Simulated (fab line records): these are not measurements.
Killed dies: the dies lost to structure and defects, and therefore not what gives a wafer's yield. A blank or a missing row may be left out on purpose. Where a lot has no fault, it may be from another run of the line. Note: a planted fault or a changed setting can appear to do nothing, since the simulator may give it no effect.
A struck lot beside a sound one || flow nand_harc || 33 out of 1159 route steps
Sound: the wafers L803.3, L803.4, L803.6. The struck wafers were L805.1, L805.3, L805.6. At the end, the cause is stated.
Per side, at each step with rows, come the tool, then ch with its chambers, and then its first start. Under that, the readings that differ: sound wafers || struck wafers || difference of the means || sigmas: that difference in standard deviations of wafers without a fault.
alike: words and numbers the same on both sides, and readings whose means are apart by under 2 such deviations; not compared: readings that were withheld, readings missing a value for some wafer, numbers with overlapping values and no deviation given by the record, and bounds like >300 which may hide the same value.
Wherever a step has rows on one side only, a row that says differs or no value, or a row with sigmas, the two part there. When numbers do not overlap yet have no deviation, they are printed without sigmas and do not part them. A reading that every wafer of one side lacks parts them only if that side has two wafers or more.

NHARC_P_GATE_CD_MEAS_59: the cd target is 720 nm.
  sound on cd_sem-02 ch 0, day 8 12:23; struck on cd_sem-02 ch 0, day 8 14:39
  alike: cd_nm
then, 3 steps without rows for these wafers: NHARC_P_GATE_HARDBAKE_60 (time 80 s); NHARC_P_GATE_DESCUM_61 (chemistry O2, time 3 s); NHARC_P_GATE_IMPLANT_62.
NHARC_P_GATE_STRIP_112: strips in N2/H2, time 200 s.
  sound on plasma_asher-02 ch 0,1, day 8 13:01; struck on plasma_asher-01 ch 0, day 8 15:15
{"reading": "drypump_motor_current_A (A)", "sound": "5.8 6.2 5.8", "struck": "5.3 5.3 5.3", "difference": -0.6, "sigmas": -2}
  alike: heater_power_w
  not compared: rf_hours_counter_h
then, 7 steps without rows for these wafers: NHARC_P_GATE_STRIP_76 (strips in O2); NHARC_P_GATE_STRIP_63 (strips in SPM, time 900 s); NHARC_P_GATE_DEHYDRATE_83 (time 120 s); NHARC_P_GATE_HMDS_84 (time 30 s); NHARC_P_GATE_COAT_85; NHARC_P_GATE_SOFTBAKE_86 (time 95 s); NHARC_P_GATE_EBR_87.
NHARC_P_GATE_EXPOSE_88: exposes mask P HVN, target cd 2000 nm.
  sound on krf_scanner-02 ch 0, day 8 13:57; struck on krf_scanner-01, day 8 16:17
  no value came back on the struck wafers for exposure_dose_mJ_cm2, focus_offset_nm (nm), reticle_temp_C (C); on the sound wafers exposure_dose_mJ_cm2 reads 11.885 11.873 11.877
  alike: mask
then, 2 steps without rows for these wafers: NHARC_P_GATE_PEB_89 (peb time 85 s); NHARC_P_GATE_DEVELOP_90 (time 70 s).
NHARC_P_GATE_CD_MEAS_91: the cd target is 2000 nm.
  sound on cd_sem-02 ch 0, day 8 14:06; struck on cd_sem-01 ch 0, day 8 16:27
{"reading": "cd_nm (nm)", "sound": "2001.7 2000.3 1998.5", "struck": "- - -", "difference": "no value on the struck wafers", "sigmas": ""}
then, 1 step without rows for these wafers: NHARC_P_GATE_HARDBAKE_92 (time 80 s).
NHARC_P_GATE_DESCUM_93: chemistry O2, time 3 s.
  sound on rie_diel-06 ch 0,1, day 8 14:16; struck on rie_diel-05 ch 0,1,3, day 8 16:37
{"reading": "model.P_GATE.cd_nm (nm)", "sound": "2001 2001 1998", "struck": "721.7 719.9 721.5", "difference": -1279.0, "sigmas": ""}
  alike: drypump_motor_current_A, mfc_ar_sccm, oes_product_au, rf_vpp_V, showerhead_plenum_p_Torr, throttle_valve_pct
  not compared: rf_hours_counter_h
following that, these wafers have no rows for 1 step: NHARC_P_GATE_IMPLANT_94.
NHARC_P_GATE_STRIP_113: strips in N2/H2, time 740 s.
  sound on plasma_asher-02 ch 0,1, day 8 14:53; struck on plasma_asher-01 ch 0, day 8 17:18
{"reading": "drypump_motor_current_A (A)", "sound": "6.2 5.8 5.8", "struck": "5.3 5.3 5.3", "difference": -0.6, "sigmas": -2}
  alike: heater_power_w
  not compared: rf_hours_counter_h
NHARC_P_GATE_STRIP_95: strips in O2.
  sound on plasma_asher-02 ch 0,1, day 8 15:23; struck on plasma_asher-01 ch 0, day 8 18:01
{"reading": "drypump_motor_current_A (A)", "sound": "6.2 5.8 5.8", "struck": "5.3 5.3 5.3", "difference": -0.6, "sigmas": -2}
  alike: heater_power_w
  not compared: rf_hours_counter_h
then, 1 step without rows for these wafers: NHARC_P_GATE_STRIP_96 (strips in SPM, time 900 s).
NHARC_P_GATE_RTA_64: time 1 s.
  sound on rtp_anneal-01 ch 0, day 8 15:59; struck on rtp_anneal-01 ch 0, day 8 18:35
  alike: lamp_power_pct, wafer_temp_C_max
then, 1 step without rows for these wafers: NHARC_P_GATE_ETCH_77 (etches SiO2 in dHF, target depth 6 nm).
NHARC_P_GATE_DEGAS_109: time 60 s.
  sound on pvd_sputter-01, day 8 16:14; struck on pvd_sputter-02, day 8 18:54
  alike: heater_power_w
then, 6 steps without rows for these wafers: NHARC_P_GATE_PRE_CLEAN_110 (time 30 s); NHARC_P_GATE_SPUTTER_78 (material Ni, target thk 10 nm); NHARC_P_GATE_SPUTTER_79 (material TiN, target thk 10 nm); NHARC_P_GATE_RTA_80 (time 30 s); NHARC_P_GATE_STRIP_67 (strips in SPM, time 600 s); NHARC_P_GATE_RTA_82 (time 30 s).
NHARC_P_GATE_INSPECT_68:
  sound on defect_inspect-01, day 8 17:11; struck on defect_inspect-02, day 8 20:08
{"reading": "raw_defect_count", "sound": "107 193 141", "struck": "1173 1284 1180", "difference": "+1065", "sigmas": "+18"}
-- the record jumps here: 17 days lie between the struck wafers' starts before and after (it left off in module P_GATE and takes up again in module END, whose first step shown is number 1159 of the route) --
NHARC_END_SORT_01:
  sound on prober-02 ch 0, day 25 17:28; struck on prober-02 ch 0, day 26 07:33
{"reading": "killed_at_periphery", "sound": "2 4 7", "struck": "646 647 648", "difference": "+643", "sigmas": "+99 or more"}
{"reading": "killed_dies", "sound": "18 17 22", "struck": "677 677 677", "difference": "+658", "sigmas": "+55"}
  alike: killed_at_array, killed_at_other, killed_open, killed_short

WHERE THEY PART
Earliest at NHARC_P_GATE_STRIP_112; latest, in this record, at NHARC_END_SORT_01.

WHY: whatever the simulator had introduced
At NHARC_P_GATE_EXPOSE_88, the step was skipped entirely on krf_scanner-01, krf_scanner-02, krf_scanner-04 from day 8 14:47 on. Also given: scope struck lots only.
